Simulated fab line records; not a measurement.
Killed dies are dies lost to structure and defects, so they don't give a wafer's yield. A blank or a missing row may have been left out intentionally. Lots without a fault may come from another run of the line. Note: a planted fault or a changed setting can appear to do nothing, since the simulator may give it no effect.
fab line records	flow nandHarc
record lots=6	wafers=18	lastDay=33
route steps=1302 shown P_GATE@127 END@1302
lots that met no fault: taken from a fault-free run of the same line
startH: hours from the record's first day to the start of the lot's first wafer shown	waitH: time in hours since the lot's previous step	" same as the row above	L1.1+2: a single row standing in for several wafers	- either no value or no given start	* or withheld: withheld	< > ~ a bound
route shown NAME@n: names a module that has steps shown in the file, with the first one's number in the route	usual: mean/standard deviation of fault-free wafers	same: alike in all rows	chamber/n: place in a boat	sites: each site's reading	_std_site: standard deviation of those values	_edge_site: outer sites' mean less inner sites'	radiusMm: for every site, how far away it sits from the centre of the wafer	mask NAME#n: copy n	behind: tool/chamber where the wafer was last shaped	hold: the reason the lot was held/the length of the hold in hours/how it ended	device: the n, p or np transistor that did not switch	end of line: tests run on the same wafers once the route is complete	for a step that has no rows: nothing shown but its recipe	killed: not the wafer's yield, but the dies lost to structure and defects at the first sort	map: a wafer's dies, x killed, . not, _ none there
set.NAME: the setting that was run; set.NAME@STEP: the one run at that earlier step	model.NAME: the simulator's own value behind a step, which no gauge read
lots at some steps of the route; a table a step, a row a wafer
services: the hour from which a tool's chamber was out of use, counted from the record's first day as startH (under 0 if before that day), plus the number of hours and why
## steps
# step NHARC_P_GATE_PRECLEAN_71
# recipe timeS=*	tempC=50	bathAgeMin=0	chemistry=SC1
# step NHARC_P_GATE_SRD_72
# step NHARC_P_GATE_OXIDE_16
# recipe targetThkA=30	tempC=875	oxTimeS=392	material=SiO2
# step NHARC_P_GATE_CVD_17
# recipe targetThkA=1500	tempC=620	timeS=900	material=poly-Si
# step NHARC_P_GATE_HM_DEP_102
# recipe targetThkA=1200	tempC=400	material=aC
# usual throttleValvePct=35.000/0.0091
lot.wafer	tool	chamber	startH	waitH	throttleValvePct
L330.2	aclDep-02	0	94.69	0.5	34.985
L330.3	"	0	"	"	35.008
L330.4	"	0	"	"	35.003
L334.3	aclDep-02	0	133.08	2.8	35.003
L334.4	"	0	"	"	35.008
L334.5	"	0	"	"	35.019
L341.3	aclDep-02	0	207.03	0.6	35.002
L341.4	"	0	"	"	35.004
L341.5	"	0	"	"	35.003
L343.2	aclDep-03	0	226.38	1.4	34.994
L343.3	"	0	"	"	34.996
L343.5	"	0	"	"	35.010
L349.1	aclDep-03	0	291.64	0.4	34.997
L349.2	"	0	"	"	35.009
L349.6	"	0	"	"	34.994
L352.1	aclDep-01	0	317.37	3.9	34.981
L352.4	"	0	"	"	34.992
L352.6	"	0	"	"	35.014
# step NHARC_P_GATE_DEP_103
# recipe targetThkA=300	targetThkNm=30	tempC=400	flowSccm=200	rfW=350	material=SiON
# usual heaterPowerOuterW=419/73	heaterPowerW=703/87
lot.wafer	tool	chamber	startH	waitH	heaterPowerOuterW	heaterPowerW
L330.2	pecvd-03	1	95.28	0.5	372	708
L330.3	"	2	"	"	532	800
L330.4	"	1	"	"	375	725
L334.3	pecvd-03	0	133.79	0.6	384	691
L334.5	"	0	"	"	284	561
L334.4	"	1	"	"	306	618
L341.3	pecvd-03	1	207.48	0.3	306	616
L341.4	"	1	"	"	316	626
L341.5	"	0	"	"	339	583
L343.2	pecvd-04	2	227.09	0.6	400	659
L343.3	"	0	"	"	476	744
L343.5	"	0	"	"	481	781
L349.2	pecvd-04	2	292.30	0.4	373	609
L349.1	"	1	"	"	504	843
L349.6	"	1	"	"	518	869
L352.1	pecvd-03	0	318.06	0.6	345	608
L352.6	"	2	"	"	517	768
L352.4	"	1	"	"	380	706
# step NHARC_P_GATE_DEHYDRATE_18
# recipe tempC=150	timeS=120
# step NHARC_P_GATE_HMDS_19
# recipe timeS=30
# step NHARC_P_GATE_COAT_20
# recipe spinRpm=1500	resistThkNm=90
# step NHARC_P_GATE_SOFTBAKE_21
# recipe tempC=105	timeS=55
# step NHARC_P_GATE_EBR_22
# step NHARC_P_GATE_EXPOSE_23
# recipe na=1.35	targetCdNm=120	doseMj=93.91	maskId=P_GATE
# step NHARC_P_GATE_PEB_24
# recipe pebTempC=100	pebTimeS=65
# usual chillPlateTempC=23.01/0.098	heaterPowerTotalW=156.6/0.42	plateTempC=100.00/0.12
lot.wafer	tool	chamber	startH	waitH	chillPlateTempC	heaterPowerTotalW	plateTempC
L330.2	lithoTrack-01	0	95.72	0.1	23.15	156.1	100.06
L330.3	"	0	"	"	23.09	156.1	100.04
L330.4	"	0	"	"	22.98	157.2	99.96
L334.3	lithoTrack-06	0	134.36	0.0	23.01	156.2	100.03
L334.4	"	0	"	"	23.01	156.7	100.08
L334.5	"	0	"	"	22.86	157.1	99.78
L341.3	lithoTrack-01	0	208.08	0.0	22.85	125.7	85.45
L341.4	"	0	"	"	22.99	124.9	85.26
L341.5	"	0	"	"	22.88	124.9	85.29
L343.2	lithoTrack-01	0	227.66	0.1	23.06	124.9	85.39
L343.3	"	0	"	"	23.15	124.7	85.23
L343.5	"	0	"	"	23.16	125.3	85.26
L349.1	lithoTrack-06	0	292.90	0.1	23.15	156.1	100.00
L349.2	"	0	"	"	23.12	157.1	99.95
L349.6	"	0	"	"	23.09	156.2	100.12
L352.1	lithoTrack-04	0	318.63	0.1	23.10	156.1	100.02
L352.4	"	0	"	"	23.14	157.1	100.11
L352.6	"	0	"	"	23.05	156.1	100.19
# step NHARC_P_GATE_DEVELOP_25
# recipe developTimeS=35	devTempC=23
# step NHARC_P_GATE_CD_MEAS_26
# recipe targetCdNm=120	landingEnergyEv=500
# usual cdNm=119.6/0.63
lot.wafer	tool	chamber	startH	waitH	cdNm
L330.2	cdSem-02	0	95.80	-	119.6
L330.3	"	0	"	"	119.8
L330.4	"	0	"	"	119.8
L334.3	cdSem-03	0	134.45	-	118.4
L334.4	"	0	"	"	118.3
L334.5	"	0	"	"	119.7
L341.3	cdSem-02	0	208.16	-	201.5
L341.4	"	0	"	"	202.2
L341.5	"	0	"	"	201.8
L343.2	cdSem-02	0	227.74	-	202.4
L343.3	"	0	"	"	203.3
L343.5	"	0	"	"	202.9
L349.1	cdSem-01	0	292.98	-	118.9
L349.2	"	0	"	"	120.1
L349.6	"	0	"	"	118.8
L352.1	cdSem-01	0	318.71	-	118.6
L352.4	"	0	"	"	119.5
L352.6	"	0	"	"	119.1
# step NHARC_P_GATE_OVL_MEAS_27
# usual overlayXNm=0.4/0.88	overlayYNm=0.2/0.92
lot.wafer	tool	chamber	startH	waitH	overlayXNm	overlayYNm
L330.2	overlay-02	-	95.89	-	1.3	1.8
L330.3	"	-	"	"	1.2	1.0
L330.4	"	-	"	"	1.3	1.7
L334.3	overlay-02	-	134.53	-	0.9	-0.2
L334.4	"	-	"	"	1.2	0.0
L334.5	"	-	"	"	1.1	0.2
L341.3	overlay-02	-	208.24	-	-2.2	-0.1
L341.4	"	-	"	"	-1.9	-0.6
L341.5	"	-	"	"	-1.4	-0.6
L343.2	overlay-02	-	227.83	-	-1.0	-0.1
L343.3	"	-	"	"	-0.8	0.0
L343.5	"	-	"	"	-1.1	0.1
L349.1	overlay-01	-	293.06	-	0.3	0.6
L349.2	"	-	"	"	-0.2	0.3
L349.6	"	-	"	"	0.2	1.0
L352.1	overlay-02	-	318.79	-	1.2	1.8
L352.4	"	-	"	"	1.4	1.7
L352.6	"	-	"	"	1.5	1.4
# step NHARC_P_GATE_INSPECT_28
# usual rawDefectCount=6.0/2.9
lot.wafer	tool	chamber	startH	waitH	rawDefectCount
L330.2	defectInspect-01	-	95.92	0.0	11
L330.3	"	-	"	"	10
L330.4	"	-	"	"	9
L334.3	defectInspect-01	-	134.57	0.0	15
L334.4	"	-	"	"	11
L334.5	"	-	"	"	10
L341.3	defectInspect-02	-	208.28	0.0	8
L341.4	"	-	"	"	8
L341.5	"	-	"	"	5
L343.2	defectInspect-02	-	227.87	0.0	10
L343.3	"	-	"	"	5
L343.5	"	-	"	"	7
L349.1	defectInspect-02	-	293.10	0.0	2
L349.2	"	-	"	"	3
L349.6	"	-	"	"	5
L352.1	defectInspect-02	-	318.83	0.0	4
L352.4	"	-	"	"	3
L352.6	"	-	"	"	3
# step NHARC_P_GATE_DESCUM_31
# recipe timeS=3	o2FlowSccm=200	arFlowSccm=0	biasPowerW=0	chemistry=O2
# usual drypumpMotorCurrentA=5.7/0.37	oesProductAu=1.002/0.011	rfVppV=57.7/0.94	showerheadPlenumPTorr=1.89/0.074	throttleValvePct=11.311/0.0085
lot.wafer	tool	chamber	startH	waitH	drypumpMotorCurrentA	oesProductAu	rfHoursCounterH	rfVppV	showerheadPlenumPTorr	throttleValvePct	model.P_GATE.cdNm
L330.2	rieDiel-02	1	95.99	0.1	6.0	1.005	3	57.0	1.80	11.311	118.6
L330.4	"	2	"	"	6.1	0.995	4	57.7	1.81	11.306	119.4
L330.3	"	3	"	"	6.0	0.999	3	57.5	1.84	11.308	120.3
L334.3	rieDiel-01	3	134.64	0.1	5.7	1.012	5	57.3	1.86	11.299	117.9
L334.4	"	1	"	"	5.3	1.009	7	58.2	1.86	11.310	117.9
L334.5	"	2	"	"	5.3	0.997	-	59.4	1.92	11.313	119.6
L341.4	rieDiel-02	1	208.34	0.1	6.0	1.016	8	57.6	1.80	11.293	201.8
L341.3	"	3	"	"	5.9	1.005	8	57.0	1.84	11.306	201.7
L341.5	"	1	"	"	6.0	1.012	-	56.1	1.80	11.305	200.9
L343.2	rieDiel-02	1	227.95	0.1	6.0	1.006	0	57.6	1.80	11.313	202.4
L343.3	"	2	"	"	6.0	0.996	0	57.0	1.81	11.300	203.2
L343.5	"	0	"	"	5.6	0.988	-	57.0	1.85	11.311	203.5
L349.1	rieDiel-02	2	293.17	0.1	6.1	0.989	4	54.7	1.81	11.301	119
L349.2	"	3	"	"	6.0	0.986	4	55.2	1.84	11.311	120.1
L349.6	"	1	"	"	6.0	0.994	-	58.4	1.80	11.312	118.6
L352.4	rieDiel-07	3	318.91	0.1	6.4	0.997	1	57.4	1.83	11.319	120.3
L352.1	"	0	"	"	5.1	0.994	1	58.9	2.05	11.314	119
L352.6	"	2	"	"	6.0	1.005	-	57.0	1.97	11.317	119.5
# step NHARC_P_GATE_ETCH_104
# recipe targetDepthA=600	timeS=withheld	cf4FlowSccm=100	chf3FlowSccm=30	arFlowSccm=0	rfW=500	biasW=200	chemistry=CF4/CHF3
# usual drypumpMotorCurrentA=5.7/0.38	oesProductAu=0.954/0.023	rfVppV=369.9/2.1	showerheadPlenumPTorr=1.55/0.058	throttleValvePct=16.802/0.0089
lot.wafer	tool	chamber	startH	waitH	drypumpMotorCurrentA	oesProductAu	rfVppV	showerheadPlenumPTorr	throttleValvePct
L330.4	rieDiel-02	3	96.07	0.1	6.0	0.928	368.4	1.52	16.801
L330.2	"	1	"	"	6.0	0.926	367.2	1.49	16.800
L330.3	"	2	"	"	6.0	0.920	368.3	1.49	16.799
L334.4	rieDiel-01	3	134.71	0.1	5.6	0.930	369.3	1.54	16.797
L334.3	"	1	"	"	5.4	0.941	368.8	1.53	16.809
L334.5	"	3	"	"	5.6	0.929	369.9	1.54	16.785
L341.3	rieDiel-02	1	208.43	0.1	6.0	0.930	367.3	1.49	16.813
L341.4	"	3	"	"	5.9	0.924	367.8	1.52	16.799
L341.5	"	1	"	"	6.0	0.941	368.8	1.49	16.793
L343.3	rieDiel-02	2	228.01	0.1	6.1	0.990	367.6	1.49	16.815
L343.2	"	0	"	"	5.6	0.957	368.1	1.52	16.803
L343.5	"	3	"	"	5.9	0.951	369.0	1.52	16.806
L349.2	rieDiel-02	3	293.25	0.1	6.0	0.965	370.1	1.52	16.793
L349.1	"	0	"	"	5.6	0.977	368.9	1.52	16.794
L349.6	"	0	"	"	5.6	0.967	369.3	1.52	16.805
L352.1	rieDiel-07	3	318.98	0.1	6.4	0.979	368.7	1.51	16.807
L352.4	"	1	"	"	5.6	0.952	368.4	1.51	16.802
L352.6	"	2	"	"	6.0	0.961	372.5	1.62	16.817
# step NHARC_P_GATE_HM_OPEN_105
# recipe targetDepthA=3600	o2FlowSccm=400	cosFlowSccm=20	arFlowSccm=0	rfW=500	biasW=300	chemistry=O2/COS
# usual drypumpMotorCurrentA=5.8/0.39	oesProductAu=1.003/0.0093	rfVppV=466.2/2.6	showerheadPlenumPTorr=3.08/0.11	throttleValvePct=28.330/0.0095
lot.wafer	tool	chamber	startH	waitH	drypumpMotorCurrentA	oesProductAu	rfHoursCounterH	rfVppV	showerheadPlenumPTorr	throttleValvePct
L330.2	rieDiel-02	1	-	-	6.0	1.010	3	461.7	2.95	28.315
L330.4	"	2	"	"	6.1	1.001	4	463.7	2.96	28.338
L330.3	"	3	"	"	5.9	1.004	3	465.3	3.01	28.333
L334.3	rieDiel-01	3	-	-	5.6	1.009	5	465.0	3.05	28.312
L334.4	"	1	"	"	5.3	1.006	7	465.9	3.03	28.335
L334.5	"	3	"	"	5.6	1.009	-	465.9	3.05	28.327
L341.4	rieDiel-02	2	-	-	6.0	0.996	9	464.0	2.96	28.322
L341.3	"	3	"	"	6.0	1.002	8	463.4	3.01	28.329
L341.5	"	1	"	"	6.0	1.006	-	464.5	2.95	28.329
L343.3	rieDiel-02	2	-	-	6.1	1.001	0	464.7	2.96	28.329
L343.2	"	3	"	"	6.0	0.992	0	464.5	3.01	28.335
L343.5	"	2	"	"	6.0	0.996	-	464.0	2.96	28.336
L349.1	rieDiel-02	2	-	-	6.0	1.002	4	462.8	2.96	28.316
L349.2	"	1	"	"	6.0	1.009	3	462.8	2.95	28.319
L349.6	"	2	"	"	6.0	1.003	-	464.6	2.96	28.343
L352.1	rieDiel-07	0	-	-	5.1	1.002	1	470.7	3.33	28.330
L352.4	"	1	"	"	5.6	0.998	1	464.7	3.00	28.341
L352.6	"	3	"	"	6.4	1.003	-	465.0	2.99	28.331
# step NHARC_P_GATE_STRIP_106
# recipe o2FlowSccm=400	cosFlowSccm=20	arFlowSccm=0	biasW=0	chemistry=O2/COS
# step NHARC_P_GATE_ETCH_114
# recipe targetDepthA=300	overetchA=30	timeS=16.5	ionEnergyEv=100	cf4FlowSccm=80	o2FlowSccm=20	arFlowSccm=0	rfW=300	biasW=100	chemistry=CF4/O2
# step NHARC_P_GATE_ETCH_32
# recipe targetDepthA=1500	overEtchFrac=1	overEtchIonEnergyEv=40	timeS=100.1	hbrFlowSccm=150	cl2FlowSccm=50	rfW=400	icpW=400	biasW=100	chemistry=HBr/Cl2
# usual drypumpMotorCurrentA=5.8/0.46	oesProductAu=0.996/0.011	throttleValvePct=26.405/0.0088
lot.wafer	tool	chamber	startH	waitH	drypumpMotorCurrentA	oesProductAu	rfHoursCounterH	throttleValvePct	model.P_GATE.cdNm
L330.2	rieSi-01	3	96.45	-	6.1	0.987	0.4	26.401	117.4
L330.3	"	2	"	"	6.2	1.001	0.5	26.400	125.3
L330.4	"	0	"	"	5.6	0.982	-	26.404	121.6
L334.3	rieSi-03	0	135.12	-	5.5	1.000	0.6	26.408	120.5
L334.4	"	3	"	"	5.7	0.995	-	26.402	120.2
L334.5	"	1	"	"	6.7	1.007	-	26.389	124.6
L341.4	rieSi-01	3	208.81	-	6.1	0.989	0.0	26.397	198.8
L341.3	"	1	"	"	5.9	0.987	0.1	26.411	204
L341.5	"	0	"	"	5.6	0.993	-	26.409	195.2
L343.2	rieSi-01	1	228.39	-	5.9	0.997	0.2	26.409	203.7
L343.3	"	2	"	"	6.2	0.992	0.1	26.410	204.1
L343.5	"	2	"	"	6.2	0.990	-	26.399	206.6
L349.2	rieSi-01	0	293.64	-	5.6	0.999	0.7	26.428	119.6
L349.1	"	1	"	"	5.9	0.983	0.6	26.401	125
L349.6	"	0	"	"	5.6	1.005	-	26.410	120.4
L352.1	rieSi-01	3	319.38	-	6.1	0.996	0.9	26.393	122.7
L352.4	"	0	"	"	5.5	0.996	0.9	26.403	119.4
L352.6	"	2	"	"	6.1	0.984	-	26.411	119.1
# step NHARC_P_GATE_STRIP_108
# recipe o2FlowSccm=500	arFlowSccm=0	biasW=0	chemistry=O2
# usual drypumpMotorCurrentA=5.8/0.33	oesProductAu=1.002/0.0088	rfVppV=57.7/0.93	showerheadPlenumPTorr=3.45/0.11	throttleValvePct=17.037/0.0094
lot.wafer	tool	chamber	startH	waitH	drypumpMotorCurrentA	oesProductAu	rfHoursCounterH	rfVppV	showerheadPlenumPTorr	throttleValvePct
L330.2	rieDiel-02	1	96.64	-	6.0	1.007	2.8	56.5	3.34	17.047
L330.3	"	3	"	"	6.0	1.012	3.4	57.8	3.41	17.041
L330.4	"	0	"	"	5.7	1.008	2.5	58.1	3.42	17.046
L334.3	rieDiel-07	3	135.30	-	6.4	1.019	0.4	56.1	3.39	17.034
L334.4	"	0	"	"	5.1	0.990	0.4	56.9	3.77	17.035
L334.5	"	3	"	"	6.4	1.014	-	56.6	3.39	17.029
L341.3	rieDiel-07	1	208.98	-	5.6	0.997	4.5	58.0	3.40	17.029
L341.4	"	2	"	"	6.0	1.003	4.5	57.8	3.63	17.023
L341.5	"	1	"	"	5.6	0.999	-	57.0	3.40	17.013
L343.3	rieDiel-02	3	228.57	-	6.0	0.987	0.2	57.5	3.40	17.043
L343.2	"	1	"	"	6.0	0.997	0.1	58.3	3.34	17.042
L343.5	"	3	"	"	6.0	0.993	-	57.4	3.40	17.031
L349.1	rieDiel-07	2	293.80	-	6.0	1.001	10.9	59.8	3.62	17.043
L349.2	"	0	"	"	5.1	0.980	9.2	58.2	3.76	17.027
L349.6	"	2	"	"	6.0	0.995	-	59.6	3.62	17.023
L352.1	rieDiel-02	1	319.51	-	6.0	1.005	5.0	56.2	3.34	17.021
L352.4	"	3	"	"	6.0	1.002	6.2	59.0	3.40	17.053
L352.6	"	1	"	"	6.0	1.000	-	55.2	3.34	17.038
# step NHARC_END_SORT_01
# recipe tempC=25
# usual killedAtArray=52/18	killedAtOther=1.2/1.5	killedAtPeriphery=4/3.2	killedDies=57/17	killedOpen=3.1/1.9	killedShort=2.5/1.7
# same grossDies=677
lot.wafer	tool	chamber	startH	waitH	killedAtArray	killedAtOther	killedAtPeriphery	killedDies	killedOpen	killedShort
L341.3	prober-01	0	674.25	3.1	29	0	648	677	3	0
L341.4	prober-01	0	675.07	3.5	39	0	638	677	3	3
L341.5	prober-01	0	675.89	3.8	36	0	641	677	5	4
L343.2	prober-01	0	686.31	2.8	28	0	649	677	2	2
L343.3	prober-01	0	687.11	3.1	23	0	654	677	2	3
L343.5	prober-01	0	688.72	3.7	27	1	649	677	3	2
# killed by level:class
L341.3 P_GATE:areaPeb=642 A_CHANNEL_HOLE_D2:chamberFilmFlake=12 A_CHANNEL_HOLE_D1:chamberFilmFlake=5 P_GATE:chamberFilmFlake=3 P_M2:chamberFilmFlake=3 A_CONTACT:chamberFilmFlake=3 A_SLIT:chamberFilmFlake=2 A_WL_FILL:chamberFilmFlake=2
L341.4 P_GATE:areaPeb=630 A_CHANNEL_HOLE_D2:chamberFilmFlake=13 A_CHANNEL_HOLE_D1:chamberFilmFlake=6 P_M2:chamberFilmFlake=5 A_SLIT:chamberFilmFlake=5 A_CONTACT:chamberFilmFlake=4 A_STAIRCASE:chamberFilmFlake=3 A_WL_FILL:chamberFilmFlake=3
L341.5 P_GATE:areaPeb=637 A_CHANNEL_HOLE_D2:chamberFilmFlake=14 A_CHANNEL_HOLE_D1:chamberFilmFlake=7 A_SLIT:chamberFilmFlake=3 A_CONTACT:chamberFilmFlake=2 P_STI:geometricParticle:open=1 P_M0:geometricParticle:open=1 A_ONON_D2:geometricParticle:open=1
L343.2 P_GATE:areaPeb=636 A_CHANNEL_HOLE_D1:chamberFilmFlake=10 P_GATE:chamberFilmFlake=4 P_M0:chamberFilmFlake=4 A_WL_FILL:chamberFilmFlake=4 A_SLIT:chamberFilmFlake=3 P_BONDPAD:chamberFilmFlake=3 A_DECK1_JOINT:chamberFilmFlake=3
L343.3 P_GATE:areaPeb=640 A_CHANNEL_HOLE_D1:chamberFilmFlake=9 P_ZERO_WELL:chamberFilmFlake=3 P_GATE:chamberFilmFlake=3 P_M0:chamberFilmFlake=3 A_SLIT:chamberFilmFlake=3 A_CONTACT:chamberFilmFlake=3 P_BONDPAD:chamberFilmFlake=2
L343.5 P_GATE:areaPeb=636 A_CHANNEL_HOLE_D1:chamberFilmFlake=12 P_STI:chamberFilmFlake=4 P_BONDPAD:chamberFilmFlake=4 A_SLIT:chamberFilmFlake=4 P_GATE:chamberFilmFlake=3 A_CONTACT:chamberFilmFlake=3 A_M0:geometricParticle:open=2
# map L341.3 (x killed, . not)
____________x____________
_________xxxxxxx_________
_______xxxxxxxxxxx_______
______xxxxxxxxxxxxx______
_____xxxxxxxxxxxxxxx_____
____xxxxxxxxxxxxxxxxx____
____xxxxxxxxxxxxxxxxx____
___xxxxxxxxxxxxxxxxxxx___
___xxxxxxxxxxxxxxxxxxx___
__xxxxxxxxxxxxxxxxxxxxx__
__xxxxxxxxxxxxxxxxxxxxx__
_xxxxxxxxxxxxxxxxxxxxxxx_
_xxxxxxxxxxxxxxxxxxxxxxx_
_xxxxxxxxxxxxxxxxxxxxxxx_
_xxxxxxxxxxxxxxxxxxxxxxx_
_xxxxxxxxxxxxxxxxxxxxxxx_
xxxxxxxxxxxxxxxxxxxxxxxxx
xxxxxxxxxxxxxxxxxxxxxxxxx
xxxxxxxxxxxxxxxxxxxxxxxxx
xxxxxxxxxxxxxxxxxxxxxxxxx
xxxxxxxxxxxxxxxxxxxxxxxxx
_xxxxxxxxxxxxxxxxxxxxxxx_
_xxxxxxxxxxxxxxxxxxxxxxx_
_xxxxxxxxxxxxxxxxxxxxxxx_
_xxxxxxxxxxxxxxxxxxxxxxx_
_xxxxxxxxxxxxxxxxxxxxxxx_
__xxxxxxxxxxxxxxxxxxxxx__
__xxxxxxxxxxxxxxxxxxxxx__
___xxxxxxxxxxxxxxxxxxx___
___xxxxxxxxxxxxxxxxxxx___
____xxxxxxxxxxxxxxxxx____
____xxxxxxxxxxxxxxxxx____
_____xxxxxxxxxxxxxxx_____
______xxxxxxxxxxxxx______
_______xxxxxxxxxxx_______
_________xxxxxxx_________
____________x____________
# map L343.2 (x killed, . not)
____________x____________
_________xxxxxxx_________
_______xxxxxxxxxxx_______
______xxxxxxxxxxxxx______
_____xxxxxxxxxxxxxxx_____
____xxxxxxxxxxxxxxxxx____
____xxxxxxxxxxxxxxxxx____
___xxxxxxxxxxxxxxxxxxx___
___xxxxxxxxxxxxxxxxxxx___
__xxxxxxxxxxxxxxxxxxxxx__
__xxxxxxxxxxxxxxxxxxxxx__
_xxxxxxxxxxxxxxxxxxxxxxx_
_xxxxxxxxxxxxxxxxxxxxxxx_
_xxxxxxxxxxxxxxxxxxxxxxx_
_xxxxxxxxxxxxxxxxxxxxxxx_
_xxxxxxxxxxxxxxxxxxxxxxx_
xxxxxxxxxxxxxxxxxxxxxxxxx
xxxxxxxxxxxxxxxxxxxxxxxxx
xxxxxxxxxxxxxxxxxxxxxxxxx
xxxxxxxxxxxxxxxxxxxxxxxxx
xxxxxxxxxxxxxxxxxxxxxxxxx
_xxxxxxxxxxxxxxxxxxxxxxx_
_xxxxxxxxxxxxxxxxxxxxxxx_
_xxxxxxxxxxxxxxxxxxxxxxx_
_xxxxxxxxxxxxxxxxxxxxxxx_
_xxxxxxxxxxxxxxxxxxxxxxx_
__xxxxxxxxxxxxxxxxxxxxx__
__xxxxxxxxxxxxxxxxxxxxx__
___xxxxxxxxxxxxxxxxxxx___
___xxxxxxxxxxxxxxxxxxx___
____xxxxxxxxxxxxxxxxx____
____xxxxxxxxxxxxxxxxx____
_____xxxxxxxxxxxxxxx_____
______xxxxxxxxxxxxx______
_______xxxxxxxxxxx_______
_________xxxxxxx_________
____________x____________
## services
tool	chamber	startH	hours	kind
rieDiel-07	-	89.18	0.6	repair
rieSi-01	1	94.60	2.7	repair
rieSi-01	3	108.84	6.5	repair
rieDiel-07	-	117.20	9.0	pm
rieSi-01	3	145.25	31.5	repair
pecvd-03	-	151.22	1.7	repair
lithoTrack-01	-	155.00	7.0	pm
rieSi-01	2	167.55	8.8	repair
rieSi-01	-	169.16	0.9	repair
rieDiel-01	0	188.55	13.6	repair
rieSi-01	-	193.00	9.0	pm
pecvd-03	-	193.25	13.0	pm
rieDiel-02	1	199.48	5.8	repair
rieDiel-01	-	203.80	9.0	pm
rieDiel-02	-	216.70	9.0	pm
rieDiel-07	0	225.93	9.2	repair
rieSi-01	-	233.12	0.4	repair
rieDiel-02	1	236.01	5.9	repair
rieSi-01	3	238.70	2.7	repair
rieSi-01	2	242.06	4.5	repair
pecvd-03	-	244.12	1.5	repair
rieDiel-02	0	246.96	6.5	repair
rieDiel-07	-	294.20	9.0	pm
rieSi-01	-	295.21	0.6	repair
## key
firstSign step=NHARC_P_GATE_PEB_24	reading=plateTempC	direction=down	sigmas=99+	usual=*	struck=*
effect step=NHARC_P_GATE_PEB_24	reading=heaterPowerTotalW	direction=down	sigmas=76	usual=*	struck=*
effect step=NHARC_P_GATE_CD_MEAS_26	reading=cdNm	direction=up	sigmas=99+	usual=119.6	struck=202.4
effect step=NHARC_END_SORT_01	reading=killedAtPeriphery	direction=up	sigmas=99+	usual=4	struck=646
modelEffect step=NHARC_P_GATE_DESCUM_31	value=P_GATE.cdNm	without=119.9	struck=202.2
modelEffect step=NHARC_P_GATE_ETCH_32	value=P_GATE.cdNm	without=119.7	struck=202.1
moreKillsBornAt NHARC_P_GATE_PEB_24@lithoTrack-01=3821
metAt NHARC_P_GATE_PEB_24
struckWafers L341.3,L341.4,L341.5,L343.2,L343.3,L343.5
laterRowsLeftOut L341.3,L341.4,L341.5,L343.2,L343.3,L343.5
testerLeftOut L341,L343
onsetBetween 95.72 208.08
fault kind=processParameterDrift	tool=lithoTrack-01	chamber=-	onsetH=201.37	steps=NHARC_P_GATE_PEB_24	channel=pebTempC	offset=*	shape=step	endH=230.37	actsIn=*	stated=*
# testerLeftOut: of these lots the tester's yield and bins aren't shown, on N5 and GAA mostly nor the transistor test; their killed dies are dies lost to structure and defects alone, not to doping, threshold or leakage, so they don't give the yield
# laterRowsLeftOut: the simulator's readings of these wafers behind a module that went badly wrong aren't trusted and aren't shown, but for the sort
